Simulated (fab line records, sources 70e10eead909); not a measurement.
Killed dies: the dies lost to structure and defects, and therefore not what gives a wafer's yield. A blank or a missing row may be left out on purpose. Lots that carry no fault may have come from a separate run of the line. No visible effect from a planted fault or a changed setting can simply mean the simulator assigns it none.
fab line records :: flow nand-harc
[record]
  lots = 6
  wafers = 18
  last-day = 30
route steps=1302 shown A_ONON_D1@424 END@1302
lots with no fault: from the same line, run without faults
start-h: hours from the record's first day to the start of the lot's first wafer shown :: wait-h: hours from the lot's prior step to this one :: " repeats the value in the row above :: L1.1+2: one row covering several wafers at once :: - no value present, or no start provided :: * or withheld: withheld :: < > ~ a bound
route shown NAME@n: NAME is a module with steps in the file, n the number in the route of the first one :: usual: mean/standard deviation taken from wafers without a fault :: same: alike in all rows :: chamber/n: place in a boat :: sites: readings site by site :: _std_site: standard deviation of those values :: _edge_site: the outer-site mean with the inner-site mean subtracted :: radius-mm: how far each site lies from the wafer's centre :: mask NAME#n: copy n :: behind: tool/chamber where the wafer was last shaped :: hold: reason for holding the lot/hours on hold/outcome of the hold :: device: the transistor (n, p or np) that didn't switch :: end of line: at the end of the route, the tests of the same wafers :: a step given without rows: its recipe and nothing more :: killed: at the first sort, the dies lost to defects and structure; wafer yield is something else :: map: the dies of a wafer, with x for killed, . for not killed, _ for no die there
set.NAME: setting as actually run; set.NAME@STEP: the setting as run at that earlier step :: model.NAME: the simulator's own value behind a step, which no gauge read
lots at selected steps of the route; one table per step, one row per wafer
services: the hour from which a tool's chamber was out of use, counted from the record's first day as start-h (under 0 if before that day), plus the number of hours and why
[[steps]]
[step NHARC_A_ONON_D1_DEP_00]
[recipe]
  target-thk-a = 10000
  n2-flow-sccm = 2750
  n2o-flow-sccm = 2000
  nh3-flow-sccm = 500
  sih4-flow-sccm = 210
  temp-c = 400
[step NHARC_A_ONON_D1_THK_MEAS_02]
[recipe]
  thk-meas-gauge = ellipsometry
[usual]
  thk-nm = 999/7.4
lot.wafer: L224.1
tool: film-metro-01
chamber: -
start-h: 160.85
wait-h: -
thk-nm: 1000

lot.wafer: L224.3
tool: film-metro-01
chamber: -
start-h: 160.85
wait-h: -
thk-nm: 998

lot.wafer: L224.6
tool: film-metro-01
chamber: -
start-h: 160.85
wait-h: -
thk-nm: 1000

lot.wafer: L227.1
tool: film-metro-02
chamber: -
start-h: 192.84
wait-h: -
thk-nm: 998

lot.wafer: L227.3
tool: film-metro-02
chamber: -
start-h: 192.84
wait-h: -
thk-nm: 998

lot.wafer: L227.5
tool: film-metro-02
chamber: -
start-h: 192.84
wait-h: -
thk-nm: 997

lot.wafer: L232.1
tool: film-metro-02
chamber: -
start-h: 249.82
wait-h: -
thk-nm: 1007

lot.wafer: L232.3
tool: film-metro-02
chamber: -
start-h: 249.82
wait-h: -
thk-nm: 1007

lot.wafer: L232.4
tool: film-metro-02
chamber: -
start-h: 249.82
wait-h: -
thk-nm: 1008

lot.wafer: L233.2
tool: film-metro-02
chamber: -
start-h: 257.25
wait-h: -
thk-nm: 993

lot.wafer: L233.3
tool: film-metro-02
chamber: -
start-h: 257.25
wait-h: -
thk-nm: 995

lot.wafer: L233.5
tool: film-metro-02
chamber: -
start-h: 257.25
wait-h: -
thk-nm: 992

lot.wafer: L234.1
tool: film-metro-02
chamber: -
start-h: 271.71
wait-h: -
thk-nm: 988

lot.wafer: L234.2
tool: film-metro-02
chamber: -
start-h: 271.71
wait-h: -
thk-nm: 985

lot.wafer: L234.3
tool: film-metro-02
chamber: -
start-h: 271.71
wait-h: -
thk-nm: 989

lot.wafer: L240.3
tool: film-metro-02
chamber: -
start-h: 326.28
wait-h: -
thk-nm: 998

lot.wafer: L240.4
tool: film-metro-02
chamber: -
start-h: 326.28
wait-h: -
thk-nm: 999

lot.wafer: L240.5
tool: film-metro-02
chamber: -
start-h: 326.28
wait-h: -
thk-nm: 1001
[step NHARC_A_ONON_D1_DEP_03]
[recipe]
  target-thk-a = 10000
  n2-flow-sccm = 2750
  n2o-flow-sccm = 2000
  nh3-flow-sccm = 500
  sih4-flow-sccm = 210
  temp-c = 400
[step NHARC_A_ONON_D1_THK_MEAS_05]
[recipe]
  thk-meas-gauge = ellipsometry
[usual]
  thk-nm = 1002/10
lot.wafer: L224.1
tool: film-metro-01
chamber: -
start-h: 161.42
wait-h: -
thk-nm: 994

lot.wafer: L224.3
tool: film-metro-01
chamber: -
start-h: 161.42
wait-h: -
thk-nm: 993

lot.wafer: L224.6
tool: film-metro-01
chamber: -
start-h: 161.42
wait-h: -
thk-nm: 993

lot.wafer: L227.1
tool: film-metro-01
chamber: -
start-h: 193.40
wait-h: -
thk-nm: 1008

lot.wafer: L227.3
tool: film-metro-01
chamber: -
start-h: 193.40
wait-h: -
thk-nm: 1008

lot.wafer: L227.5
tool: film-metro-01
chamber: -
start-h: 193.40
wait-h: -
thk-nm: 1008

lot.wafer: L232.1
tool: film-metro-02
chamber: -
start-h: 250.39
wait-h: -
thk-nm: 1010

lot.wafer: L232.3
tool: film-metro-02
chamber: -
start-h: 250.39
wait-h: -
thk-nm: 1011

lot.wafer: L232.4
tool: film-metro-02
chamber: -
start-h: 250.39
wait-h: -
thk-nm: 1010

lot.wafer: L233.2
tool: film-metro-01
chamber: -
start-h: 257.81
wait-h: -
thk-nm: 998

lot.wafer: L233.3
tool: film-metro-01
chamber: -
start-h: 257.81
wait-h: -
thk-nm: 997

lot.wafer: L233.5
tool: film-metro-01
chamber: -
start-h: 257.81
wait-h: -
thk-nm: 996

lot.wafer: L234.1
tool: film-metro-02
chamber: -
start-h: 272.28
wait-h: -
thk-nm: 1016

lot.wafer: L234.2
tool: film-metro-02
chamber: -
start-h: 272.28
wait-h: -
thk-nm: 1017

lot.wafer: L234.3
tool: film-metro-02
chamber: -
start-h: 272.28
wait-h: -
thk-nm: 1016

lot.wafer: L240.3
tool: film-metro-01
chamber: -
start-h: 326.85
wait-h: -
thk-nm: 1024

lot.wafer: L240.4
tool: film-metro-01
chamber: -
start-h: 326.85
wait-h: -
thk-nm: 1025

lot.wafer: L240.5
tool: film-metro-01
chamber: -
start-h: 326.85
wait-h: -
thk-nm: 1025
[step NHARC_A_ONON_D1_DEP_06]
[recipe]
  target-thk-a = 10000
  n2-flow-sccm = 2750
  n2o-flow-sccm = 2000
  nh3-flow-sccm = 500
  sih4-flow-sccm = 210
  temp-c = 400
[step NHARC_A_ONON_D1_THK_MEAS_08]
[recipe]
  thk-meas-gauge = ellipsometry
[usual]
  thk-nm = 1001/9.5
lot.wafer: L224.1
tool: film-metro-01
chamber: -
start-h: 161.99
wait-h: -
thk-nm: 1006

lot.wafer: L224.3
tool: film-metro-01
chamber: -
start-h: 161.99
wait-h: -
thk-nm: 1007

lot.wafer: L224.6
tool: film-metro-01
chamber: -
start-h: 161.99
wait-h: -
thk-nm: 1005

lot.wafer: L227.1
tool: film-metro-02
chamber: -
start-h: 193.96
wait-h: -
thk-nm: 984

lot.wafer: L227.3
tool: film-metro-02
chamber: -
start-h: 193.96
wait-h: -
thk-nm: 983

lot.wafer: L227.5
tool: film-metro-02
chamber: -
start-h: 193.96
wait-h: -
thk-nm: 984

lot.wafer: L232.1
tool: film-metro-02
chamber: -
start-h: 250.95
wait-h: -
thk-nm: 1008

lot.wafer: L232.3
tool: film-metro-02
chamber: -
start-h: 250.95
wait-h: -
thk-nm: 1010

lot.wafer: L232.4
tool: film-metro-02
chamber: -
start-h: 250.95
wait-h: -
thk-nm: 1008

lot.wafer: L233.2
tool: film-metro-01
chamber: -
start-h: 258.38
wait-h: -
thk-nm: 1005

lot.wafer: L233.3
tool: film-metro-01
chamber: -
start-h: 258.38
wait-h: -
thk-nm: 1001

lot.wafer: L233.5
tool: film-metro-01
chamber: -
start-h: 258.38
wait-h: -
thk-nm: 1002

lot.wafer: L234.1
tool: film-metro-01
chamber: -
start-h: 272.83
wait-h: -
thk-nm: 999

lot.wafer: L234.2
tool: film-metro-01
chamber: -
start-h: 272.83
wait-h: -
thk-nm: 997

lot.wafer: L234.3
tool: film-metro-01
chamber: -
start-h: 272.83
wait-h: -
thk-nm: 997

lot.wafer: L240.3
tool: film-metro-02
chamber: -
start-h: 327.40
wait-h: -
thk-nm: 1013

lot.wafer: L240.4
tool: film-metro-02
chamber: -
start-h: 327.40
wait-h: -
thk-nm: 1012

lot.wafer: L240.5
tool: film-metro-02
chamber: -
start-h: 327.40
wait-h: -
thk-nm: 1013
[step NHARC_A_ONON_D1_DEP_09]
[recipe]
  target-thk-a = 10000
  n2-flow-sccm = 2750
  n2o-flow-sccm = 2000
  nh3-flow-sccm = 500
  sih4-flow-sccm = 210
  temp-c = 400
[step NHARC_A_ONON_D1_THK_MEAS_11]
[recipe]
  thk-meas-gauge = ellipsometry
[usual]
  thk-nm = 1001/8.6
lot.wafer: L224.1
tool: film-metro-01
chamber: -
start-h: 162.55
wait-h: -
thk-nm: 983

lot.wafer: L224.3
tool: film-metro-01
chamber: -
start-h: 162.55
wait-h: -
thk-nm: 985

lot.wafer: L224.6
tool: film-metro-01
chamber: -
start-h: 162.55
wait-h: -
thk-nm: 982

lot.wafer: L227.1
tool: film-metro-02
chamber: -
start-h: 194.53
wait-h: -
thk-nm: 1001

lot.wafer: L227.3
tool: film-metro-02
chamber: -
start-h: 194.53
wait-h: -
thk-nm: 1001

lot.wafer: L227.5
tool: film-metro-02
chamber: -
start-h: 194.53
wait-h: -
thk-nm: 1002

lot.wafer: L232.1
tool: film-metro-02
chamber: -
start-h: 251.51
wait-h: -
thk-nm: 1008

lot.wafer: L232.3
tool: film-metro-02
chamber: -
start-h: 251.51
wait-h: -
thk-nm: 1008

lot.wafer: L232.4
tool: film-metro-02
chamber: -
start-h: 251.51
wait-h: -
thk-nm: 1006

lot.wafer: L233.2
tool: film-metro-02
chamber: -
start-h: 258.94
wait-h: -
thk-nm: 989

lot.wafer: L233.3
tool: film-metro-02
chamber: -
start-h: 258.94
wait-h: -
thk-nm: 988

lot.wafer: L233.5
tool: film-metro-02
chamber: -
start-h: 258.94
wait-h: -
thk-nm: 991

lot.wafer: L234.1
tool: film-metro-01
chamber: -
start-h: 273.40
wait-h: -
thk-nm: 1002

lot.wafer: L234.2
tool: film-metro-01
chamber: -
start-h: 273.40
wait-h: -
thk-nm: 1004

lot.wafer: L234.3
tool: film-metro-01
chamber: -
start-h: 273.40
wait-h: -
thk-nm: 1002

lot.wafer: L240.3
tool: film-metro-01
chamber: -
start-h: 327.97
wait-h: -
thk-nm: 1004

lot.wafer: L240.4
tool: film-metro-01
chamber: -
start-h: 327.97
wait-h: -
thk-nm: 1003

lot.wafer: L240.5
tool: film-metro-01
chamber: -
start-h: 327.97
wait-h: -
thk-nm: 1000
[step NHARC_A_ONON_D1_DEP_12]
[recipe]
  target-thk-a = 10000
  n2-flow-sccm = 2750
  n2o-flow-sccm = 2000
  nh3-flow-sccm = 500
  sih4-flow-sccm = 210
  temp-c = 400
[step NHARC_A_ONON_D1_THK_MEAS_14]
[recipe]
  thk-meas-gauge = ellipsometry
[usual]
  thk-nm = 1002/8.5
lot.wafer: L224.1
tool: film-metro-01
chamber: -
start-h: 163.11
wait-h: -
thk-nm: 985

lot.wafer: L224.3
tool: film-metro-01
chamber: -
start-h: 163.11
wait-h: -
thk-nm: 986

lot.wafer: L224.6
tool: film-metro-01
chamber: -
start-h: 163.11
wait-h: -
thk-nm: 987

lot.wafer: L227.1
tool: film-metro-02
chamber: -
start-h: 195.09
wait-h: -
thk-nm: 1009

lot.wafer: L227.3
tool: film-metro-02
chamber: -
start-h: 195.09
wait-h: -
thk-nm: 1010

lot.wafer: L227.5
tool: film-metro-02
chamber: -
start-h: 195.09
wait-h: -
thk-nm: 1008

lot.wafer: L232.1
tool: film-metro-02
chamber: -
start-h: 252.08
wait-h: -
thk-nm: 997

lot.wafer: L232.3
tool: film-metro-02
chamber: -
start-h: 252.08
wait-h: -
thk-nm: 998

lot.wafer: L232.4
tool: film-metro-02
chamber: -
start-h: 252.08
wait-h: -
thk-nm: 997

lot.wafer: L233.2
tool: film-metro-01
chamber: -
start-h: 259.51
wait-h: -
thk-nm: 1012

lot.wafer: L233.3
tool: film-metro-01
chamber: -
start-h: 259.51
wait-h: -
thk-nm: 1014

lot.wafer: L233.5
tool: film-metro-01
chamber: -
start-h: 259.51
wait-h: -
thk-nm: 1014

lot.wafer: L234.1
tool: film-metro-02
chamber: -
start-h: 273.96
wait-h: -
thk-nm: 992

lot.wafer: L234.2
tool: film-metro-02
chamber: -
start-h: 273.96
wait-h: -
thk-nm: 994

lot.wafer: L234.3
tool: film-metro-02
chamber: -
start-h: 273.96
wait-h: -
thk-nm: 994

lot.wafer: L240.3
tool: film-metro-01
chamber: -
start-h: 328.54
wait-h: -
thk-nm: 1008

lot.wafer: L240.4
tool: film-metro-01
chamber: -
start-h: 328.54
wait-h: -
thk-nm: 1010

lot.wafer: L240.5
tool: film-metro-01
chamber: -
start-h: 328.54
wait-h: -
thk-nm: 1006
[step NHARC_A_ONON_D1_ANNEAL_15]
[recipe]
  temp-c = 750
  time-s = 3600
[step NHARC_A_ONON_D1_DEP_16]
[recipe]
  target-thk-a = 10000
  n2-flow-sccm = 2750
  n2o-flow-sccm = 2000
  nh3-flow-sccm = 500
  sih4-flow-sccm = 210
  temp-c = 400
lot.wafer: L224.1+3+6
tool: pecvd-onon-03
chamber: 0
start-h: 170.34
wait-h: 0.1

lot.wafer: L227.1+3+5
tool: pecvd-onon-03
chamber: 0
start-h: 202.35
wait-h: 0.1

lot.wafer: L232.1+3+4
tool: pecvd-onon-04
chamber: 0
start-h: 259.32
wait-h: 0.1

lot.wafer: L233.2+3+5
tool: pecvd-onon-03
chamber: 0
start-h: 266.89
wait-h: 0.1

lot.wafer: L234.1+2+3
tool: pecvd-onon-03
chamber: 0
start-h: 281.50
wait-h: 0.1

lot.wafer: L240.3+4+5
tool: pecvd-onon-02
chamber: 0
start-h: 336.29
wait-h: 0.2
[step NHARC_A_ONON_D1_THK_MEAS_18]
[recipe]
  thk-meas-gauge = ellipsometry
[usual]
  thk-nm = 1003/12
lot.wafer: L224.1
tool: film-metro-01
chamber: -
start-h: 170.85
wait-h: -
thk-nm: 1015

lot.wafer: L224.3
tool: film-metro-01
chamber: -
start-h: 170.85
wait-h: -
thk-nm: 1017

lot.wafer: L224.6
tool: film-metro-01
chamber: -
start-h: 170.85
wait-h: -
thk-nm: 1015

lot.wafer: L227.1
tool: film-metro-01
chamber: -
start-h: 202.86
wait-h: -
thk-nm: 1012

lot.wafer: L227.3
tool: film-metro-01
chamber: -
start-h: 202.86
wait-h: -
thk-nm: 1013

lot.wafer: L227.5
tool: film-metro-01
chamber: -
start-h: 202.86
wait-h: -
thk-nm: 1011

lot.wafer: L232.1
tool: film-metro-01
chamber: -
start-h: 259.84
wait-h: -
thk-nm: 1020

lot.wafer: L232.3
tool: film-metro-01
chamber: -
start-h: 259.84
wait-h: -
thk-nm: 1021

lot.wafer: L232.4
tool: film-metro-01
chamber: -
start-h: 259.84
wait-h: -
thk-nm: 1021

lot.wafer: L233.2
tool: film-metro-02
chamber: -
start-h: 267.34
wait-h: -
thk-nm: 639

lot.wafer: L233.3
tool: film-metro-02
chamber: -
start-h: 267.34
wait-h: -
thk-nm: 639

lot.wafer: L233.5
tool: film-metro-02
chamber: -
start-h: 267.34
wait-h: -
thk-nm: 637

lot.wafer: L234.1
tool: film-metro-02
chamber: -
start-h: 282.00
wait-h: -
thk-nm: 631

lot.wafer: L234.2
tool: film-metro-02
chamber: -
start-h: 282.00
wait-h: -
thk-nm: 630

lot.wafer: L234.3
tool: film-metro-02
chamber: -
start-h: 282.00
wait-h: -
thk-nm: 631

lot.wafer: L240.3
tool: film-metro-01
chamber: -
start-h: 336.68
wait-h: -
thk-nm: 980

lot.wafer: L240.4
tool: film-metro-01
chamber: -
start-h: 336.68
wait-h: -
thk-nm: 981

lot.wafer: L240.5
tool: film-metro-01
chamber: -
start-h: 336.68
wait-h: -
thk-nm: 979
[step NHARC_A_ONON_D1_DEP_19]
[recipe]
  target-thk-a = 10000
  n2-flow-sccm = 2750
  n2o-flow-sccm = 2000
  nh3-flow-sccm = 500
  sih4-flow-sccm = 210
  temp-c = 400
[step NHARC_END_SORT_01]
[recipe]
  temp-c = 25
[usual]
  killed-at-array = 52/17
  killed-at-other = 0.9/1.2
  killed-at-periphery = 3.9/2.7
  killed-dies = 57/16
  killed-open = 3.3/1.9
  killed-short = 2.5/1.5
[same]
  gross-dies = 677
lot.wafer: L233.2
tool: prober-02
chamber: 0
start-h: 655.62
wait-h: 2.8
killed-at-array: 670
killed-at-other: 3
killed-at-periphery: 4
killed-dies: 677
killed-open: 1
killed-short: 4

lot.wafer: L233.3
tool: prober-02
chamber: 0
start-h: 656.42
wait-h: 3.1
killed-at-array: 669
killed-at-other: 2
killed-at-periphery: 6
killed-dies: 677
killed-open: 5
killed-short: 2

lot.wafer: L233.5
tool: prober-02
chamber: 0
start-h: 658.03
wait-h: 3.7
killed-at-array: 671
killed-at-other: 3
killed-at-periphery: 3
killed-dies: 677
killed-open: 6
killed-short: 2

lot.wafer: L234.1
tool: prober-02
chamber: 0
start-h: 669.80
wait-h: 2.5
killed-at-array: 669
killed-at-other: 1
killed-at-periphery: 7
killed-dies: 677
killed-open: 3
killed-short: 1

lot.wafer: L234.2
tool: prober-02
chamber: 0
start-h: 670.59
wait-h: 2.8
killed-at-array: 669
killed-at-other: 0
killed-at-periphery: 8
killed-dies: 677
killed-open: 1
killed-short: 0

lot.wafer: L234.3
tool: prober-02
chamber: 0
start-h: 671.38
wait-h: 3.1
killed-at-array: 673
killed-at-other: 0
killed-at-periphery: 4
killed-dies: 677
killed-open: 5
killed-short: 2
// killed by level:class
L233.2 A_ONON_D1:area-dep=611 A_CHANNEL_HOLE_D1:chamber-film-flake=34 A_CHANNEL_HOLE_D2:chamber-film-flake=14 A_CONTACT:chamber-film-flake=3 THIN_TSV:chamber-film-flake=3 A_CHANNEL_FILL_D1:geometric-particle:short=2 P_STI:chamber-film-flake=2 A_CHANNEL_FILL_D1:chamber-film-flake=2
L233.3 A_ONON_D1:area-dep=607 A_CHANNEL_HOLE_D1:chamber-film-flake=37 A_CHANNEL_HOLE_D2:chamber-film-flake=11 A_CONTACT:chamber-film-flake=5 P_STI:chamber-film-flake=3 A_SLIT:chamber-film-flake=2 THIN_TSV:chamber-film-flake=2 P_GATE:geometric-particle:open=1
L233.5 A_ONON_D1:area-dep=612 A_CHANNEL_HOLE_D1:chamber-film-flake=40 A_CONTACT:chamber-film-flake=6 A_CHANNEL_HOLE_D2:chamber-film-flake=4 THIN_TSV:chamber-film-flake=3 A_BLC:geometric-particle:open=2 P_STI:chamber-film-flake=2 A_STAIRCASE:chamber-film-flake=2
L234.1 A_ONON_D1:area-dep=630 A_SLIT:chamber-film-flake=27 A_CONTACT:chamber-film-flake=3 A_M1:chamber-film-flake=3 P_STI:chamber-film-flake=2 A_CHANNEL_FILL_D1:chamber-film-flake=2 P_CONTACT:geometric-particle:short=1 P_M0:geometric-particle:open=1
L234.2 A_ONON_D1:area-dep=640 A_SLIT:chamber-film-flake=11 A_CONTACT:chamber-film-flake=8 A_CHANNEL_HOLE_D1:chamber-film-flake=6 P_GATE:chamber-film-flake=5 A_M1:chamber-film-flake=3 P_ZERO_WELL:chamber-film-flake=2 P_M0:geometric-particle:open=1
L234.3 A_ONON_D1:area-dep=637 A_SLIT:chamber-film-flake=13 A_CHANNEL_HOLE_D1:chamber-film-flake=9 A_CHANNEL_FILL_D1:chamber-film-flake=4 A_CONTACT:chamber-film-flake=3 A_CHANNEL_FILL_D2:geometric-particle:open=2 A_ONON_D1:geometric-particle:short=1 A_CHANNEL_FILL_D1:geometric-particle:open=1
// map L233.2 (x killed, . not)
____________x____________
_________xxxxxxx_________
_______xxxxxxxxxxx_______
______xxxxxxxxxxxxx______
_____xxxxxxxxxxxxxxx_____
____xxxxxxxxxxxxxxxxx____
____xxxxxxxxxxxxxxxxx____
___xxxxxxxxxxxxxxxxxxx___
___xxxxxxxxxxxxxxxxxxx___
__xxxxxxxxxxxxxxxxxxxxx__
__xxxxxxxxxxxxxxxxxxxxx__
_xxxxxxxxxxxxxxxxxxxxxxx_
_xxxxxxxxxxxxxxxxxxxxxxx_
_xxxxxxxxxxxxxxxxxxxxxxx_
_xxxxxxxxxxxxxxxxxxxxxxx_
_xxxxxxxxxxxxxxxxxxxxxxx_
xxxxxxxxxxxxxxxxxxxxxxxxx
xxxxxxxxxxxxxxxxxxxxxxxxx
xxxxxxxxxxxxxxxxxxxxxxxxx
xxxxxxxxxxxxxxxxxxxxxxxxx
xxxxxxxxxxxxxxxxxxxxxxxxx
_xxxxxxxxxxxxxxxxxxxxxxx_
_xxxxxxxxxxxxxxxxxxxxxxx_
_xxxxxxxxxxxxxxxxxxxxxxx_
_xxxxxxxxxxxxxxxxxxxxxxx_
_xxxxxxxxxxxxxxxxxxxxxxx_
__xxxxxxxxxxxxxxxxxxxxx__
__xxxxxxxxxxxxxxxxxxxxx__
___xxxxxxxxxxxxxxxxxxx___
___xxxxxxxxxxxxxxxxxxx___
____xxxxxxxxxxxxxxxxx____
____xxxxxxxxxxxxxxxxx____
_____xxxxxxxxxxxxxxx_____
______xxxxxxxxxxxxx______
_______xxxxxxxxxxx_______
_________xxxxxxx_________
____________x____________
// map L234.1 (x killed, . not)
____________x____________
_________xxxxxxx_________
_______xxxxxxxxxxx_______
______xxxxxxxxxxxxx______
_____xxxxxxxxxxxxxxx_____
____xxxxxxxxxxxxxxxxx____
____xxxxxxxxxxxxxxxxx____
___xxxxxxxxxxxxxxxxxxx___
___xxxxxxxxxxxxxxxxxxx___
__xxxxxxxxxxxxxxxxxxxxx__
__xxxxxxxxxxxxxxxxxxxxx__
_xxxxxxxxxxxxxxxxxxxxxxx_
_xxxxxxxxxxxxxxxxxxxxxxx_
_xxxxxxxxxxxxxxxxxxxxxxx_
_xxxxxxxxxxxxxxxxxxxxxxx_
_xxxxxxxxxxxxxxxxxxxxxxx_
xxxxxxxxxxxxxxxxxxxxxxxxx
xxxxxxxxxxxxxxxxxxxxxxxxx
xxxxxxxxxxxxxxxxxxxxxxxxx
xxxxxxxxxxxxxxxxxxxxxxxxx
xxxxxxxxxxxxxxxxxxxxxxxxx
_xxxxxxxxxxxxxxxxxxxxxxx_
_xxxxxxxxxxxxxxxxxxxxxxx_
_xxxxxxxxxxxxxxxxxxxxxxx_
_xxxxxxxxxxxxxxxxxxxxxxx_
_xxxxxxxxxxxxxxxxxxxxxxx_
__xxxxxxxxxxxxxxxxxxxxx__
__xxxxxxxxxxxxxxxxxxxxx__
___xxxxxxxxxxxxxxxxxxx___
___xxxxxxxxxxxxxxxxxxx___
____xxxxxxxxxxxxxxxxx____
____xxxxxxxxxxxxxxxxx____
_____xxxxxxxxxxxxxxx_____
______xxxxxxxxxxxxx______
_______xxxxxxxxxxx_______
_________xxxxxxx_________
____________x____________
[[services]]
tool: pecvd-onon-02
chamber: -
start-h: 185.24
hours: 13.0
kind: pm

tool: pecvd-onon-03
chamber: -
start-h: 227.00
hours: 13.0
kind: pm

tool: pecvd-onon-04
chamber: -
start-h: 311.32
hours: 13.0
kind: pm
[[key]]
[first-sign]
  step = NHARC_A_ONON_D1_THK_MEAS_18
  reading = thk-nm
  direction = down
  sigmas = 30
  usual = 1003
  struck = 635
[effect]
  step = NHARC_END_SORT_01
  reading = killed-dies
  direction = up
  sigmas = 38
  usual = 57
  struck = 677
[more-kills-born-at]
  NHARC_A_ONON_D1_DEP_16@pecvd-onon-03 = 3737
met-at NHARC_A_ONON_D1_DEP_16
struck-wafers L233.2,L233.3,L233.5,L234.1,L234.2,L234.3
later-rows-left-out L233.2,L233.3,L233.5,L234.1,L234.2,L234.3
tester-left-out L233,L234
onset-between 202.35 266.89
[fault]
  kind = process-parameter-drift
  tool = pecvd-onon-03
  chamber = 0
  onset-h = 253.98
  steps = NHARC_A_ONON_D1_DEP_16
  channel = target-thk-a
  offset = *
  shape = step
  end-h = 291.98
  acts-in = *
  stated = *
// tester-left-out: of these lots the tester's yield and bins aren't shown, on N5 and GAA mostly nor the transistor test; their killed dies are dies lost to structure and defects alone, not to doping, threshold or leakage, so they don't give the yield
// later-rows-left-out: the simulator's readings of these wafers behind a module that went badly wrong aren't trusted and aren't shown, but for the sort
